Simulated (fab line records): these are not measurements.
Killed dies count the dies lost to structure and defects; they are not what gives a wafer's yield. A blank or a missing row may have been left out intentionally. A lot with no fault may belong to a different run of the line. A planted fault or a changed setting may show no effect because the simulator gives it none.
Struck lot and sound lot, side by side | flow n5Finfet | 16 out of 1938 route steps
Sound: the wafers L888.1, L888.2, L888.5. Struck: wafer L892.1 (left out: L892.3, L892.5 of the same lot, which were not struck); the cause appears at the end.
Order at every step that has rows: each side's tool, ch and its chambers, its first start. Under that, the readings that differ: sound wafers | struck wafers | difference of the means | sigmas: that difference in standard deviations of wafers without a fault.
alike: a reading whose means differ by less than 2 such deviations, as well as words and numbers matching on both sides. not compared: withheld readings; readings where some wafer has no value; bounds like >300 that might hide an equal value; numbers whose values overlap and for which the record gives no deviation.
Wherever a step has rows on one side only, a row that says differs or no value, or a row with sigmas, the two part there. Non-overlapping numbers with no deviation appear without sigmas and do not part them. Lack of a reading on every wafer of one side parts them only where that side has two or more wafers.

N5_FIN_CUT_CD_MEAS_08: target cd 29.1 nm.
  sound on cdSem-03 ch 0, day 2 21:29; struck on cdSem-02 ch 0, day 3 20:34
reading   | sound             | struck | difference | sigmas
cdNm (nm) | 29.80 29.07 29.45 | 28.63  | -0.81      | -3
N5_FIN_CUT_OVL_MEAS_09:
  sound on overlay-01 ch 0, day 2 21:31; struck on overlay-01 ch 0, day 3 20:35
  alike: FIN_CUT_OVL
N5_FIN_CUT_INSPECT_10: inspects for defects (brightfield).
  sound on defectInspect-02, day 2 21:34; struck on defectInspect-02, day 3 20:39
  alike: rawDefectCount
N5_FIN_CUT_DESCUM_13: chemistry O2, time 7 s.
  sound on rieDiel-01 ch 0,2, day 2 21:46; struck on rieDiel-04 ch 0, day 3 20:41
  alike: drypumpMotorCurrentA, oesProductAu, rfVppV, showerheadPlenumPTorr, throttleValvePct
  not compared: rfHoursCounterH
N5_FIN_CUT_ETCH_30: etches underlayer in N2/H2, target depth 13 nm, time 10.4 s.
  sound on rieDiel-01 ch 0,2, day 2 21:48; struck on rieDiel-04 ch 0, day 3 20:43
  alike: drypumpMotorCurrentA, etchRfOnTimeS, oesProductAu, rfVppV, showerheadPlenumPTorr, throttleValvePct
  not compared: rfHoursCounterH
then, 4 steps without rows for these wafers: N5_FIN_CUT_ETCH_20 (etches SiARC in CF4, target depth 26 nm, time 43.3 s); N5_FIN_CUT_ETCH_21 (etches SOC in N2/H2, target depth 219 nm, overetch 43.8 nm, time 523.5 s); N5_FIN_CUT_STRIP_23 (strips in N2/H2); N5_FIN_CUT_STRIP_31 (strips in N2/H2).
N5_FIN_CUT_STRIP_24: strips in CF4.
  sound on rieDiel-01 ch 0,2, day 2 22:11; struck on rieDiel-04 ch 0, day 3 21:06
  alike: drypumpMotorCurrentA, oesProductAu, rfVppV, showerheadPlenumPTorr, throttleValvePct
  not compared: rfHoursCounterH
N5_FIN_CUT_CUT_ETCH_26: etches SiNx in CH3F/O2, target depth 39 nm, time 55.7 s.
  sound on rieDiel-01 ch 0,2, day 2 22:12; struck on rieDiel-04 ch 0, day 3 21:07
  alike: drypumpMotorCurrentA, oesProductAu, rfVppV, showerheadPlenumPTorr, throttleValvePct
  not compared: rfHoursCounterH
N5_FIN_CUT_CUT_ETCH_27: etches SiO2 in CHF3/O2, target depth 4 nm, overetch 2 nm, time 4.9 s.
  sound on rieDiel-01 ch 0,2, day 2 22:15; struck on rieDiel-04 ch 0, day 3 21:10
  alike: drypumpMotorCurrentA, oesProductAu, rfVppV, showerheadPlenumPTorr, throttleValvePct
  not compared: rfHoursCounterH
N5_FIN_CUT_PRECLEAN_35: cleans in vHF, time 13.3 s.
  sound on vaporEtch-02 ch 0,1, day 2 22:19; struck on vaporEtch-01 ch 1, day 3 21:14
reading   | sound          | struck | difference | sigmas
timeS (s) | 13.3 13.3 13.3 | 11.168 | -2.132     | 
  alike: drypumpMotorCurrentA
then, 1 step without rows for these wafers: N5_FIN_CUT_CUT_ETCH_15 (etches Si in HBr/Cl2/O2, target depth 100 nm, bt time 10 s, time 42.4 s).
-- the record jumps here: 6 days lie between the struck wafers' starts before and after (it left off in module FIN_CUT and takes up again in module BEOL_M4, whose first step shown is number 1111 of the route) --
N5_BEOL_M4_RC_MEAS_101:
  sound on prober-02 ch 0, day 8 16:40; struck on prober-02 ch 0, day 10 03:49
  alike: DIBL_N, DIBL_P, IOFF_N, IOFF_P, ION_N, ION_P, SS_N, SS_P, VT_N, VT_P
next, for these wafers, 1 step has no rows: N5_PASSIVATION_PROBE_49.

== WHERE THEY PART ==
Only at N5_FIN_CUT_CD_MEAS_08, within this record. Later steps at which nothing parts them and some readings are alike: N5_FIN_CUT_OVL_MEAS_09, N5_FIN_CUT_INSPECT_10, N5_FIN_CUT_DESCUM_13, N5_FIN_CUT_ETCH_30, N5_FIN_CUT_STRIP_24, N5_FIN_CUT_CUT_ETCH_26, N5_FIN_CUT_CUT_ETCH_27, N5_FIN_CUT_PRECLEAN_35, N5_BEOL_M4_RC_MEAS_101.

WHY: the cause the simulator had injected
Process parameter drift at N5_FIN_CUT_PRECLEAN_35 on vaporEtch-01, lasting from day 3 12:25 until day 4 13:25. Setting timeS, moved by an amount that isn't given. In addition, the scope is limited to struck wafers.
